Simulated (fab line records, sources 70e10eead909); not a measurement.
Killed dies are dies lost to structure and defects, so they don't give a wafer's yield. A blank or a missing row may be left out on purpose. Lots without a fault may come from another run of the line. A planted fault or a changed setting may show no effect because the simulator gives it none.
Which tool did it? | flow nand_harc | 12 lots, 36 wafers sampled, at 5 steps of a route of 1302

WHAT THE GAUGES READ, wafer by wafer
NHARC_END_SORT_01.
lot  | measured     | on        | killed_at_array | killed_at_other | killed_at_periphery | killed_dies | killed_open | killed_short
L839 | day 33 04:29 | prober-01 | 407 68 64       | 0 0 1           | 3 2 6               | 410 70 71   | 2 3 5       | 3 5 4
L840 | day 33 15:55 | prober-02 | 77 393 75       | 1 0 1           | 5 2 5               | 83 395 81   | 3 1 2       | 4 4 3

WHICH TOOL RAN EACH LOT (tool, then ch and the chambers of the sampled wafers, then the start)
lot  | NHARC_A_STAIRCASE_TRIM_202                    | NHARC_A_STAIRCASE_ETCH_225         | NHARC_A_STAIRCASE_ETCH_232                  | NHARC_A_STAIRCASE_ETCH_234
L817 | rie_diel-09 ch 0,3, day 15 17:27 or earlier   | rie_diel-02 ch 2,3, day 15 17:27   | rie_diel-12 ch 2,3, no start                | rie_diel-12 ch 0,2,3, no start
L818 | rie_diel-02 ch 0,1,2, day 16 11:56 or earlier | rie_diel-09 ch 1,3, day 16 11:56   | rie_diel-02 ch 0,2, no start                | rie_diel-02 ch 1,2,3, no start
L819 | rie_diel-02 ch 0,3, day 16 18:22 or earlier   | rie_diel-02 ch 0,1,3, day 16 18:22 | rie_diel-09 ch 0,2, no start                | rie_diel-09 ch 1,2, no start
L824 | rie_diel-12 ch 0,2,3, day 19 07:55 or earlier | rie_diel-02 ch 1,2,3, day 19 07:55 | rie_diel-02 ch 1,2,3, no start              | rie_diel-02 ch 1,2,3, no start
L826 | rie_diel-09 ch 2,3, day 20 05:20 or earlier   | rie_diel-12 ch 0,1,2, day 20 05:20 | rie_diel-02 ch 0,3, no start                | rie_diel-02 ch 0,1,2, no start
L827 | rie_diel-12 ch 0,2, day 20 06:47 or earlier   | rie_diel-02 ch 0,1, day 20 06:47   | rie_diel-02 ch 0,1,3, no start              | rie_diel-02 ch 1,2,3, no start
L828 | rie_diel-09 ch 0,1,2, day 20 16:32 or earlier | rie_diel-09 ch 0,1,3, day 20 16:32 | rie_diel-09 ch 0,2, no start                | rie_diel-09 ch 0,1,3, no start
L830 | rie_diel-02 ch 1,2,3, day 22 01:38 or earlier | rie_diel-12 ch 0,2,3, day 22 01:38 | rie_diel-02 ch 0,1,2, no start              | rie_diel-02 ch 0,1,3, no start
L832 | rie_diel-09 ch 0,1,2, day 22 12:59 or earlier | rie_diel-02 ch 0,2, day 22 12:59   | rie_diel-09 ch 0,1,2, no start              | rie_diel-09 ch 1,2, no start
L838 | rie_diel-09 ch 0,1,2, day 24 18:41 or earlier | rie_diel-02 ch 1,2, day 24 18:41   | rie_diel-12 ch 0,2, no start                | rie_diel-12 ch 0,1,2, no start
L839 | rie_diel-12 ch 0,2, day 24 19:16 or earlier   | rie_diel-02 ch 0,2,3, day 24 19:16 | rie_diel-12 ch 0,3, day 33 04:29 or earlier | rie_diel-12 ch 0,1,2, day 33 04:29 or earlier
L840 | rie_diel-12 ch 0,1,3, day 25 20:25 or earlier | rie_diel-02 ch 1,2,3, day 25 20:25 | rie_diel-02 ch 2,3, day 33 15:55 or earlier | rie_diel-02 ch 0,2, day 33 15:55 or earlier
- NHARC_A_STAIRCASE_TRIM_202: chemistry O2, time 211.2 s.
- NHARC_A_STAIRCASE_ETCH_225: etches the open film in C4F8/O2, target depth 100 nm, time 40.5 s.
- NHARC_A_STAIRCASE_ETCH_232: etches the open film in C4F8/O2, target depth 100 nm, time 40.5 s.
- NHARC_A_STAIRCASE_ETCH_234: etches the open film in C4F8/O2, target depth 100 nm, time 40.5 s.

WHAT THE TOOLS THEMSELVES READ (means of the sampled wafers that have a number; where no wafer has one, the mark that the record gives instead)
NHARC_A_STAIRCASE_TRIM_202.
lot  | tool        | drypump_motor_current_A (A) | oes_product_au (a.u.) | rf_vpp_V (V) | showerhead_plenum_p_Torr (Torr) | throttle_valve_pct (%)
L817 | rie_diel-09 | 5.4                         | 0.993                 | 57.2         | 3.46                            | 17.043
L818 | rie_diel-02 | 5.9                         | 1.006                 | 57.1         | 3.48                            | 17.043
L819 | rie_diel-02 | 5.8                         | 0.997                 | 57.6         | 3.46                            | 17.048
L824 | rie_diel-12 | 5.6                         | 1.010                 | 57.9         | 3.63                            | 17.047
L826 | rie_diel-09 | 5.8                         | 1.022                 | 58.0         | 3.55                            | 17.037
L827 | rie_diel-12 | 5.9                         | 0.992                 | 58.1         | 3.70                            | 17.036
L828 | rie_diel-09 | 5.7                         | 1.005                 | 57.9         | 3.58                            | 17.037
L830 | rie_diel-02 | 5.6                         | 0.997                 | 57.3         | 3.40                            | 17.038
L832 | rie_diel-09 | 5.7                         | 1.005                 | 57.9         | 3.57                            | 17.036
L838 | rie_diel-09 | 5.7                         | 1.011                 | 58.2         | 3.56                            | 17.040
L839 | rie_diel-12 | 5.7                         | 1.002                 | 58.3         | 3.61                            | 17.037
L840 | rie_diel-12 | 5.4                         | 0.999                 | 57.4         | 3.46                            | 17.049

NHARC_A_STAIRCASE_ETCH_225.
lot  | tool        | oes_product_au (a.u.) | rf_vpp_V (V) | run_length_s (s)
L817 | rie_diel-02 | 0.953                 | 890          | 61.3
L818 | rie_diel-09 | 0.958                 | 897          | 62.0
L819 | rie_diel-02 | 0.951                 | 894          | 61.3
L824 | rie_diel-02 | 0.931                 | 892          | 61.7
L826 | rie_diel-12 | 0.952                 | 897          | 62.1
L827 | rie_diel-02 | 0.943                 | 896          | 61.6
L828 | rie_diel-09 | 0.953                 | 894          | 61.8
L830 | rie_diel-12 | 0.946                 | 899          | 62.2
L832 | rie_diel-02 | 0.945                 | 890          | 61.2
L838 | rie_diel-02 | 0.938                 | 891          | 61.4
L839 | rie_diel-02 | 0.940                 | 890          | 58.0
L840 | rie_diel-02 | 0.960                 | 891          | 57.9

NHARC_A_STAIRCASE_ETCH_232.
lot  | tool        | oes_product_au (a.u.) | rf_vpp_V (V) | run_length_s (s)
L817 | rie_diel-12 | 0.939                 | 903          | 61.6
L818 | rie_diel-02 | 0.961                 | 891          | 61.2
L819 | rie_diel-09 | 0.960                 | 897          | 62.0
L824 | rie_diel-02 | 0.928                 | 891          | 61.3
L826 | rie_diel-02 | 0.955                 | 893          | 61.4
L827 | rie_diel-02 | 0.947                 | 893          | 61.4
L828 | rie_diel-09 | 0.959                 | 898          | 62.2
L830 | rie_diel-02 | 0.944                 | 894          | 61.4
L832 | rie_diel-09 | 0.948                 | 897          | 61.7
L838 | rie_diel-12 | 0.937                 | 898          | 61.9
L839 | rie_diel-12 | 0.938                 | 896          | 62.2
L840 | rie_diel-02 | 0.951                 | 887          | 61.6

NHARC_A_STAIRCASE_ETCH_234.
lot  | tool        | oes_product_au (a.u.) | rf_vpp_V (V) | run_length_s (s)
L817 | rie_diel-12 | 0.938                 | 900          | 62.0
L818 | rie_diel-02 | 0.929                 | 892          | 61.4
L819 | rie_diel-09 | 0.960                 | 901          | 62.1
L824 | rie_diel-02 | 0.935                 | 891          | 61.4
L826 | rie_diel-02 | 0.951                 | 893          | 61.4
L827 | rie_diel-02 | 0.942                 | 891          | 61.5
L828 | rie_diel-09 | 0.951                 | 895          | 61.7
L830 | rie_diel-02 | 0.941                 | 894          | 61.4
L832 | rie_diel-09 | 0.949                 | 899          | 62.1
L838 | rie_diel-12 | 0.930                 | 896          | 61.9
L839 | rie_diel-12 | 0.939                 | 897          | 61.7
L840 | rie_diel-02 | 0.938                 | 890          | 61.1

THE ANSWER, worked out from the rows above alone
Rule: what is usual is taken from the lots themselves. Put in order of their means at a reading, lots are off if they are a third of the lots or fewer, leave a main group of 4 or more, and stand apart from it by a gap of 3 or more times the standard deviation of the main group's means; of several such gaps the widest counts. A main group whose means are all the same, to the digits that the tables above print for the reading, isn't used. A lot without any number at a reading at which 4 lots or more have one is off too. The other lots that the step has rows for count as sound. The gauges are gone through in route order, then the tools' own readings, and for those a lot's mean is taken as printed above. The first step at which some lot is off is used, and at that step the reading that is off furthest; a lot without a number counts as furthest.
Off: L839, L840, at NHARC_A_STAIRCASE_ETCH_225 (run_length_s). The main group: mean 61.7 s, standard deviation 0.34.
A tool fits if, at that step or a process step before it, it ran every lot that is off, and no sound lot after the first of them. NHARC_A_STAIRCASE_TRIM_202 gives no start for some lots, so the hours and the order of its lots are those of NHARC_A_STAIRCASE_ETCH_225. Can't be told from this: 2 tools fit, rie_diel-12 at NHARC_A_STAIRCASE_TRIM_202, rie_diel-02 at NHARC_A_STAIRCASE_ETCH_225.

WHAT THE SIMULATOR HAD PUT IN
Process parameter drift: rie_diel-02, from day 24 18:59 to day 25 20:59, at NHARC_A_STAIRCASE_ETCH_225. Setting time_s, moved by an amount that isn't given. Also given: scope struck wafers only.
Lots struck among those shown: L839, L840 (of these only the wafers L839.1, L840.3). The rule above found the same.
